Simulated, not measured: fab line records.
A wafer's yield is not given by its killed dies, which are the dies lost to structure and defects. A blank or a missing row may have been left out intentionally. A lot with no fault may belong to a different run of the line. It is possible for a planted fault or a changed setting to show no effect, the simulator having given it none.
Problem report in the 8D (eight disciplines) form, filled by code	flow nandHarc	the parts of the form that need people (team, actions taken, sign-off) are left out

1. WHAT WENT WRONG
A mean of 626 is read at NHARC_END_SORT_01 for killedAtArray, taken on 1 wafer of 1 lot, against 28 (standard deviation 11) on wafers free of any fault. Measured from the usual mean, that is +54 standard deviations.
Earliest sighting: wafer L444.5 on prober-01 at day 22 16:16. The record holds 3 wafers of 1 lot with a number at this step. By rule, "out" or "out of limits" means more than 4 standard deviations away from the usual mean. All remaining wafers that have a number are taken as sound.

2. WHAT IT IS, WHAT IT ISN'T
question	is	is not
which readings at this step	killedAtArray, killedDies	killedAtOther, killedAtPeriphery, killedOpen, killedShort
which lots	L444	-
which wafers of those lots	L444.5	L444.3, L444.6
read on which gauges	prober-01	-
when	from day 22 16:16	up to then (1 sound wafer); but 1 sound wafer of L444 came after

3. THE SUSPECTS, EACH WITH WHAT RULES IT OUT
Counting: any tool at a process step up to the reading remains a suspect provided it ran every lot that is out. Sound lots after the first of them don't rule it out here, since some wafers of a struck lot are sound.
- the gauge at NHARC_END_SORT_01 is ruled out. All the wafers that are out were read on prober-01, but those of them that NHARC_A_SLIT_ETCH_24 has rows for are out there too, on other tools.
- rieDiel-07 at NHARC_A_SGD_CUT_STRIP_28 (strips in O2, time 20 s): kept. It ran the lot that is out, L444 (day 17 18:23). With no start given for some of its lots, NHARC_A_SGD_CUT_STRIP_28 uses the hours and lot order of NHARC_A_SLIT_ETCH_24.
- rieDiel-01 at NHARC_A_SLIT_ETCH_24 (etches the open film in CF4/CHF3, target depth 121 nm, time 60.5 s): kept. It ran the lot that is out, L444 (day 17 18:23). On those wafers its own readings are out: oesProductAu.
- rieDiel-11 at NHARC_A_SLIT_ETCH_29 (etches the open film in CF4/O2, target depth 100 nm, overetch 10 nm, time 55 s): kept. It ran the lot that is out, L444 (day 17 21:19).
- rieDiel-11 at NHARC_A_SLIT_STRIP_18 (strips in O2): kept. It ran the lot that is out, L444 (day 22 14:40). With no start given for some of its lots, NHARC_A_SLIT_STRIP_18 uses the hours and lot order of NHARC_END_SORT_01.
- At NHARC_A_SGD_CUT_STRIP_28, inside rieDiel-07: chamber 2 took the wafers that are out, while their sound lot-mates went through chambers 1, 3.
- At NHARC_A_SLIT_ETCH_24, inside rieDiel-01: chamber 0 took the wafers that are out, while their sound lot-mates went through chambers 1, 3.
- Within rieDiel-11 at NHARC_A_SLIT_STRIP_18: the wafers that are out ran in chamber 3; their sound lot-mates ran in chamber 0.
Left after counting: rieDiel-07 at NHARC_A_SGD_CUT_STRIP_28, rieDiel-01 at NHARC_A_SLIT_ETCH_24, rieDiel-11 at NHARC_A_SLIT_ETCH_29, rieDiel-11 at NHARC_A_SLIT_STRIP_18.

4. THE CAUSE (what the simulator had put in)
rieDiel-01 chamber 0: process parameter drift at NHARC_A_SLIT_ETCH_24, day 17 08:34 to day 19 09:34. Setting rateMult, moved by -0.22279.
Counting leaves 4 suspects; this tool is one of them.

5. THE CHAIN OF EFFECTS, in route order
Rows list readings where the struck wafers' mean (over those with a number) sits beyond 3 standard deviations from the usual. Scope: only readings with a usual standard deviation given in the record; hours: median across lots of the time from each lot's start at the first step in this table that gives one to its start at this step; sigmas: change in usual standard deviations.
hours	step	reading	usual	on struck wafers	change	sigmas
0	NHARC_A_SLIT_ETCH_24	oesProductAu	0.965 a.u.	0.821	-0.144	-9.0
118	NHARC_END_SORT_01	killedAtArray	28	626	+598	+54
118	NHARC_END_SORT_01	killedDies	32	628	+596	+54
Its process steps:
- NHARC_A_SLIT_ETCH_24: etches the open film in CF4/CHF3, target depth 121 nm, time 60.5 s.

6. HOW IT WOULD HAVE BEEN CAUGHT EARLIER
The first out-of-limits reading at a measuring or inspecting step in this record came at day 22 16:16, 128 hours after the fault's start at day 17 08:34.
Tool's own readings at NHARC_A_SLIT_ETCH_24, oesProductAu: out on all struck wafers the step has rows for; an alarm limit on them would have tripped on the first.
The start of NHARC_A_SLIT_ETCH_24 on rieDiel-01 came by day 22 16:16 for every one of the lots that are out (1). Holding the tool at that point would not have protected any of them.
